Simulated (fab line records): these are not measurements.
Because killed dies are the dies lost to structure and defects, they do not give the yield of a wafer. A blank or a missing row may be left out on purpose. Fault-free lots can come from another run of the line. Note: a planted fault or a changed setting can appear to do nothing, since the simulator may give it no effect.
Comparing a struck lot with a sound one :: flow n5Finfet :: 41 steps out of a route of 1938
Sound: wafers L951.3, L951.5, L951.6. Struck: wafer L943.3. (L943.1 of the same lot was not struck and is left out.) The cause comes at the end.
Each step with rows lists, per side, the tool, then ch with its chambers, then its first start. Under that, the readings that differ: sound wafers :: struck wafers :: difference of the means :: sigmas: that difference in standard deviations of wafers without a fault.
alike: a reading whose means differ by less than 2 such deviations, as well as words and numbers matching on both sides. not compared: withheld readings; readings where some wafer has no value; bounds like >300 that might hide an equal value; numbers whose values overlap and for which the record gives no deviation.
A row with sigmas, a row that says differs or no value, or rows on one side alone: a step with any of these is where the two part. Numbers that have no deviation but don't overlap get no sigmas and don't part them. A reading missing from all wafers of one side parts the sides only when that side holds two or more wafers.

first, 12 steps without rows for these wafers: N5_SD_EPI_N_STRIP_36 (strips in N2/H2); N5_SD_EPI_N_ETCHBACK_44 (etches SiNx in CH3F/O2, stops on SiO2, target depth 14.5 nm); N5_SD_EPI_N_ETCH_45 (etches SiOCN in CH3F/O2, target depth 6 nm); N5_SD_EPI_N_ETCH_16 (etches SiO2 in CHF3/O2, target depth 5 nm); N5_SD_EPI_N_STRIP_47 (strips in CHF3/O2); N5_SD_EPI_N_SD_RECESS_17 (chemistry HBr/Cl2/O2, target depth 41 nm, time 23.7 s, bt time 3 s); N5_SD_EPI_N_STRIP_38 (strips in N2/H2); N5_SD_EPI_N_WET_ETCH_43 (etches SiO2 in dHF, time 14 s, target depth 1.5 nm); N5_SD_EPI_N_STRIP_18 (strips in SPM, time 750 s); N5_SD_EPI_N_SRD_20 (time 30 s); N5_SD_EPI_N_PRECLEAN_48 (cleans in NF3:NH3, afs cycles 2, time 20 s, sublimation time 60 s); N5_SD_EPI_N_VAPOR_ETCH_50 (etches Si in HCl, time 54 s).
N5_SD_EPI_N_EPI_21: deposits Si:P, time 690 s.
  sound on epiRpcvd-02 ch 0, day 8 04:10; struck on epiRpcvd-03 ch 0, day 6 11:25
reading: epiGrowthTimeS (s)
sound: 690 690 690
struck: 728.41
difference: +38.41
sigmas: 

reading: model.Si-P_of_SD_EPI_N_EPI_21.thkNm (nm)
sound: 59 57.8 59
struck: 61.2
difference: +2.6
sigmas: 
then, 24 steps without rows for these wafers: N5_SD_EPI_N_PRECLEAN_24 (cleans in O3/DIW, time 60 s); N5_SD_EPI_N_SRD_25 (time 30 s); N5_SD_EPI_N_PRECLEAN_49 (cleans in NF3:NH3, afs cycles 1, time 20 s, sublimation time 60 s); N5_SD_EPI_N_LINER_46 (material SiNx, target thk 3 nm); N5_SD_EPI_P_COAT_34 (time 60 s, resist thk 350 nm); N5_SD_EPI_P_COAT_35 (time 60 s, resist thk 35 nm); N5_SD_EPI_P_COAT_03 (resist thk 150 nm); N5_SD_EPI_P_EBR_05; N5_SD_EPI_P_SOFTBAKE_04 (time 60 s); N5_SD_EPI_P_EXPOSE_06 (exposes mask SD P BLK, target cd 240 nm); N5_SD_EPI_P_PEB_07 (peb time 60 s); N5_SD_EPI_P_DEVELOP_08 (develop time 30 s); N5_SD_EPI_P_DESCUM_14 (chemistry O2, time 7.9 s); N5_SD_EPI_P_ETCH_36 (etches SiARC in CF4, target depth 45.5 nm, time 75.8 s); N5_SD_EPI_P_ETCH_37 (etches SOC in N2/H2, overetch 108 nm, time 486 s); N5_SD_EPI_P_STRIP_38 (strips in N2/H2); N5_SD_EPI_P_ETCHBACK_46 (etches SiNx in CH3F/O2, stops on SiO2, target depth 17.5 nm); N5_SD_EPI_P_ETCH_47 (etches SiOCN in CH3F/O2, target depth 25 nm); N5_SD_EPI_P_ETCH_16 (etches SiO2 in CHF3/O2, target depth 5 nm); N5_SD_EPI_P_STRIP_50 (strips in CHF3/O2); N5_SD_EPI_P_SD_RECESS_17 (chemistry HBr/Cl2/O2, target depth 39.1 nm, bt time 3 s); N5_SD_EPI_P_WET_ETCH_45 (etches SiO2 in dHF, time 10.7 s, target depth 2 nm, rinse time 30 s); N5_SD_EPI_P_STRIP_40 (strips in N2/H2); N5_SD_EPI_P_PRECLEAN_52 (cleans in O3/DIW, time 60 s).
N5_SD_ACTIVATION_RS_MEAS_03: uses a four-point probe to measure.
  sound: filmMetro-02 at day 8 10:34; struck: filmMetro-01 at day 6 18:44
reading: RS_SD_N (ohm/sq)
sound: 21.78 22.15 21.84
struck: 21.24
difference: -0.68
sigmas: -2
  alike: RS_SD_P
N5_MOL_CONTACT_COAG_ETCH_15: etches SiNx in CH3F/O2, stops on Si:P, target depth 7 nm.
  sound on rieDiel-05 ch 0,2,3, day 9 16:20; struck on rieDiel-01 ch 0, day 8 00:08
reading: oesProductAu (a.u.)
sound: 0.50 0.55 0.60
struck: 0.67
difference: +0.12
sigmas: +2

reading: model.Si-P_of_SD_EPI_N_EPI_21.thkNm (nm)
sound: 58 57 58.2
struck: 60.4
difference: +2.7
sigmas: 
  alike: O2_flow_sccm, drypumpMotorCurrentA, rfVppV, showerheadPlenumPTorr, throttleValvePct
  not compared: rfHoursCounterH
-- the record jumps here: 3 days lie between the struck wafers' starts before and after (it left off in module MOL_CONTACT_COAG and takes up again in module BEOL_M4, whose first step shown is number 1111 of the route) --
N5_BEOL_M4_RC_MEAS_101:
  sound on prober-02 ch 0, day 12 17:34; struck on prober-02 ch 0, day 10 22:59
reading: RS_SD_N (ohm/sq)
sound: 28.1 28.7 28.2
struck: 27.0
difference: -1.3
sigmas: -4
  alike: DIBL_N, DIBL_P, IOFF_N, IOFF_P, ION_N, ION_P, SS_N, SS_P, VT_N, VT_P
-- the record jumps here: 4 days lie between the struck wafers' starts before and after (it left off in module BEOL_M4 and takes up again in module PASSIVATION, whose first step shown is number 1936 of the route) --
N5_PASSIVATION_PROBE_49:
  record: rows for the struck wafers here (prober-01, day 15 03:38), none for the sound ones

WHERE THEY PART
At N5_SD_ACTIVATION_RS_MEAS_03 first; at N5_PASSIVATION_PROBE_49 last (within this record only).

WHY: what the simulator had put in
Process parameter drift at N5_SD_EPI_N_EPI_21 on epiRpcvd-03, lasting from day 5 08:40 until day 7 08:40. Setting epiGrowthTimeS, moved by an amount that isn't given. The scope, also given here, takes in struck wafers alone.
